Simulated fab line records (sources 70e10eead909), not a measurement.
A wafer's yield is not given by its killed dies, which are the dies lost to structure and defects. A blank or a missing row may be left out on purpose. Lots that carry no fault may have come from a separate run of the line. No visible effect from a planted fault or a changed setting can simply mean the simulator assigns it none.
Matching of chambers / flow nandHarc / NHARC_A_SLIT_DEP_23 on pecvd-03 has 3 sister chambers
The step deposits SiON, target thk 100 nm. 20 wafers are shown with their chamber, then 10 later ones without.

## EACH WAFER AND ITS CHAMBER
wafer=L079.2; chamber=0; heaterPowerW (W)=626; rfFwdPowerW (W)=347.6; chamberPressureTorr (Torr)=3.501
wafer=L079.3; chamber=2; heaterPowerW (W)=667; rfFwdPowerW (W)=347.2; chamberPressureTorr (Torr)=3.513
wafer=L079.6; chamber=1; heaterPowerW (W)=847; rfFwdPowerW (W)=348.4; chamberPressureTorr (Torr)=3.487
wafer=L077.3; chamber=0; heaterPowerW (W)=610; rfFwdPowerW (W)=348.1; chamberPressureTorr (Torr)=3.494
wafer=L077.4; chamber=0; heaterPowerW (W)=611; rfFwdPowerW (W)=349.4; chamberPressureTorr (Torr)=3.492
wafer=L077.6; chamber=1; heaterPowerW (W)=838; rfFwdPowerW (W)=347.7; chamberPressureTorr (Torr)=3.500
wafer=L078.2; chamber=1; heaterPowerW (W)=853; rfFwdPowerW (W)=347.6; chamberPressureTorr (Torr)=3.490
wafer=L078.3; chamber=2; heaterPowerW (W)=694; rfFwdPowerW (W)=346.9; chamberPressureTorr (Torr)=3.494
wafer=L078.6; chamber=0; heaterPowerW (W)=706; rfFwdPowerW (W)=349.4; chamberPressureTorr (Torr)=3.496
wafer=L081.2; chamber=1; heaterPowerW (W)=881; rfFwdPowerW (W)=347.1; chamberPressureTorr (Torr)=3.493
wafer=L081.3; chamber=0; heaterPowerW (W)=622; rfFwdPowerW (W)=348.9; chamberPressureTorr (Torr)=3.494
wafer=L081.4; chamber=1; heaterPowerW (W)=874; rfFwdPowerW (W)=349.5; chamberPressureTorr (Torr)=3.485
wafer=L083.1; chamber=1; heaterPowerW (W)=867; rfFwdPowerW (W)=348.3; chamberPressureTorr (Torr)=3.499
wafer=L083.5; chamber=0; heaterPowerW (W)=733; rfFwdPowerW (W)=349.1; chamberPressureTorr (Torr)=3.507
wafer=L083.6; chamber=1; heaterPowerW (W)=857; rfFwdPowerW (W)=346.6; chamberPressureTorr (Torr)=3.510
wafer=L088.1; chamber=2; heaterPowerW (W)=681; rfFwdPowerW (W)=349.4; chamberPressureTorr (Torr)=3.484
wafer=L088.5; chamber=1; heaterPowerW (W)=845; rfFwdPowerW (W)=348.2; chamberPressureTorr (Torr)=3.514
wafer=L088.6; chamber=0; heaterPowerW (W)=721; rfFwdPowerW (W)=350.2; chamberPressureTorr (Torr)=3.512
wafer=L085.1; chamber=0; heaterPowerW (W)=606; rfFwdPowerW (W)=349.9; chamberPressureTorr (Torr)=3.499
wafer=L085.3; chamber=1; heaterPowerW (W)=759; rfFwdPowerW (W)=348.7; chamberPressureTorr (Torr)=3.498

SIGNATURES (averages over the wafers above)
reading=heaterPowerW; chamber 0=654.38; chamber 1=846.78; chamber 2=680.67; scatter within a chamber=43.3
reading=rfFwdPowerW; chamber 0=349.075; chamber 1=348.011; chamber 2=347.833; scatter within a chamber=0.942
reading=chamberPressureTorr; chamber 0=3.49938; chamber 1=3.49733; chamber 2=3.49700; scatter within a chamber=0.00957
Rule: for each reading, subtract the chamber's mean from the wafer's reading, divide by that reading's scatter and square the result; add these up over the readings and take the root, which gives the wafer's distance from the chamber. The wafer belongs to the nearest chamber; if the next one is less than 2 further off, it can't be placed. The scatter: take each reading less its chamber's mean, square it, sum over the shown wafers, divide by the number of wafers less the number of chambers, and take the root.

## WAFERS WHOSE CHAMBER IS MISSING
wafer=L085.4; heaterPowerW (W)=812; rfFwdPowerW (W)=346.7; chamberPressureTorr (Torr)=3.489
wafer=L087.1; heaterPowerW (W)=765; rfFwdPowerW (W)=347.8; chamberPressureTorr (Torr)=3.494
wafer=L087.2; heaterPowerW (W)=874; rfFwdPowerW (W)=349.1; chamberPressureTorr (Torr)=3.506
wafer=L087.6; heaterPowerW (W)=885; rfFwdPowerW (W)=348.9; chamberPressureTorr (Torr)=3.497
wafer=L091.1; heaterPowerW (W)=779; rfFwdPowerW (W)=347.2; chamberPressureTorr (Torr)=3.503
wafer=L091.3; heaterPowerW (W)=868; rfFwdPowerW (W)=347.2; chamberPressureTorr (Torr)=3.487
wafer=L091.4; heaterPowerW (W)=801; rfFwdPowerW (W)=347.9; chamberPressureTorr (Torr)=3.487
wafer=L095.2; heaterPowerW (W)=695; rfFwdPowerW (W)=349.6; chamberPressureTorr (Torr)=3.507
wafer=L095.3; heaterPowerW (W)=851; rfFwdPowerW (W)=348.2; chamberPressureTorr (Torr)=3.496
wafer=L095.5; heaterPowerW (W)=846; rfFwdPowerW (W)=348.9; chamberPressureTorr (Torr)=3.491

## EACH ONE'S CHAMBER
wafer=L085.4; from the rows above=can't be placed: 1 or 2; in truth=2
wafer=L087.1; from the rows above=can't be placed: 1 or 2 or 0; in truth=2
wafer=L087.2; from the rows above=1; in truth=1
wafer=L087.6; from the rows above=1; in truth=1
wafer=L091.1; from the rows above=can't be placed: 1 or 2 or 0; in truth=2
wafer=L091.3; from the rows above=1; in truth=1
wafer=L091.4; from the rows above=can't be placed: 1 or 2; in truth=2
wafer=L095.2; from the rows above=can't be placed: 0 or 2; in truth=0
wafer=L095.3; from the rows above=1; in truth=1
wafer=L095.5; from the rows above=1; in truth=1
5 of 10 placed correctly. Unplaceable from these rows: 5, with the true chamber sitting among the candidates in 5. 0 placed wrongly.
